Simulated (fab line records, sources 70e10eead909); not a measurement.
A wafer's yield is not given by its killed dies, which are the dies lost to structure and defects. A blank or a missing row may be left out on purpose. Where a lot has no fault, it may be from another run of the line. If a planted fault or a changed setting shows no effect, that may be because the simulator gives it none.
A struck lot beside a sound one -- flow nandHarc -- 14 out of 1159 route steps
Sound: the wafers L764.2, L764.4, L764.6. Struck: wafer L759.1 (L759.2, L759.6, from the same lot, were not struck and are left out); the cause is given at the end.
Each step with rows lists, per side, the tool, then ch with its chambers, then its first start. Under that, the readings that differ: sound wafers -- struck wafers -- difference of the means -- sigmas: that difference in standard deviations of wafers without a fault.
alike: words and numbers the same on both sides, and readings whose means are apart by under 2 such deviations; not compared: readings that were withheld, readings missing a value for some wafer, numbers with overlapping values and no deviation given by the record, and bounds like >300 which may hide the same value.
A row with sigmas, a row that says differs or no value, or rows on one side alone: a step with any of these is where the two part. Numbers that don't overlap but have no deviation are shown without sigmas and don't part them. A reading that every wafer of one side lacks parts them only if that side has two wafers or more.

first, 2 steps without rows for these wafers: NHARC_A_WL_FILL_CVD_03 (deposits W, target thk 40 nm, time 3302 s); NHARC_A_WL_FILL_ETCHBACK_04 (etches the open film in NF3, target depth 60 nm, time 120 s).
NHARC_A_WL_FILL_ETCHBACK_05: etches the open film in Cl2/BCl3, target depth 22 nm, time 60 s.
  sound on rieMetal-02 ch 0,1, day 20 04:40; struck on rieMetal-03 ch 1, day 18 22:53
reading,sound,struck,difference,sigmas
drypumpMotorCurrentA (A),5.87 6.25 5.90,6.52,+0.51,+2
  alike: oesProductAu, tempC
  not compared: rfHoursCounterH
NHARC_A_WL_FILL_STRIP_27: strips in N2/H2, time 20 s.
  sound on plasmaAsher-02 ch 1, day 20 05:22; struck on plasmaAsher-02 ch 0, day 18 23:01
reading,sound,struck,difference,sigmas
drypumpMotorCurrentA (A),5.4 5.4 5.4,6.4,+1.0,+2
tempC (C),250.02 249.73 249.81,250.27,+0.42,+2
  alike: heaterPowerW
  not compared: rfHoursCounterH
then, 4 steps without rows for these wafers: NHARC_A_WL_FILL_STRIP_28 (strips in post etch residue remover, time 1200 s); NHARC_A_WL_FILL_PRECLEAN_06 (cleans in DIW, time 300 s); NHARC_A_WL_FILL_SRD_07; NHARC_A_WL_FILL_ANNEAL_08 (time 1800 s).
NHARC_A_WL_FILL_ALD_10: deposits SiO2, target thk 50 nm, pulse time 10 s, ald cycles 500.
  sound on aldHk-02 ch 0,1, day 20 13:17; struck on aldHk-02 ch 3, day 19 05:12
  alike: heaterPowerW, precursorPulseHeightRel
NHARC_A_WL_FILL_ETCHBACK_16: etches the open film in C4F8/O2/Ar, target depth 88 nm, time 17.6 s.
  sound on rieDiel-02 ch 2,3; struck on rieDiel-13 ch 1
  alike: biasW, oesProductAu, rfVppV
  not compared: rfHoursCounterH
NHARC_A_WL_FILL_STRIP_29: strips in O2, time 20 s.
  sound on rieDiel-02 ch 1,2, day 20 18:00; struck on rieDiel-13 ch 2, day 19 09:55
  alike: drypumpMotorCurrentA, o2FlowSccm, oesProductAu, rfVppV, showerheadPlenumPTorr, throttleValvePct
  not compared: rfHoursCounterH
NHARC_A_WL_FILL_ETCHBACK_17: etches the open film in Cl2/BCl3, target depth 4 nm, time 26.7 s.
  sound on rieMetal-02 ch 0,1, day 20 18:05; struck on rieMetal-03 ch 1, day 19 10:01
reading,sound,struck,difference,sigmas
oesProductAu (a.u.),1.013 0.999 0.993,0.854,-0.148,-15
  alike: drypumpMotorCurrentA
  not compared: rfHoursCounterH
then, 1 step without rows for these wafers: NHARC_A_WL_FILL_PRECLEAN_18 (cleans in dHF, time 30 s).
-- jump in the record: it breaks off in module A_WL_FILL and resumes in module END (first step shown: number 1159 of the route), and 4 days separate the struck wafers' starts before and after --
NHARC_END_SORT_01:
  sound on prober-02 ch 0, day 25 02:37; struck on prober-02 ch 0, day 23 16:05
reading,sound,struck,difference,sigmas
killedAtArray,49 45 42,18,-27,-2
killedDies,61 50 43,21,-30,-3
  alike: killedAtOther, killedAtPeriphery, killedOpen, killedShort

== WHERE THEY PART ==
Last at NHARC_END_SORT_01 as far as this record goes, first at NHARC_A_WL_FILL_ETCHBACK_05.

WHY: what the simulator had put in
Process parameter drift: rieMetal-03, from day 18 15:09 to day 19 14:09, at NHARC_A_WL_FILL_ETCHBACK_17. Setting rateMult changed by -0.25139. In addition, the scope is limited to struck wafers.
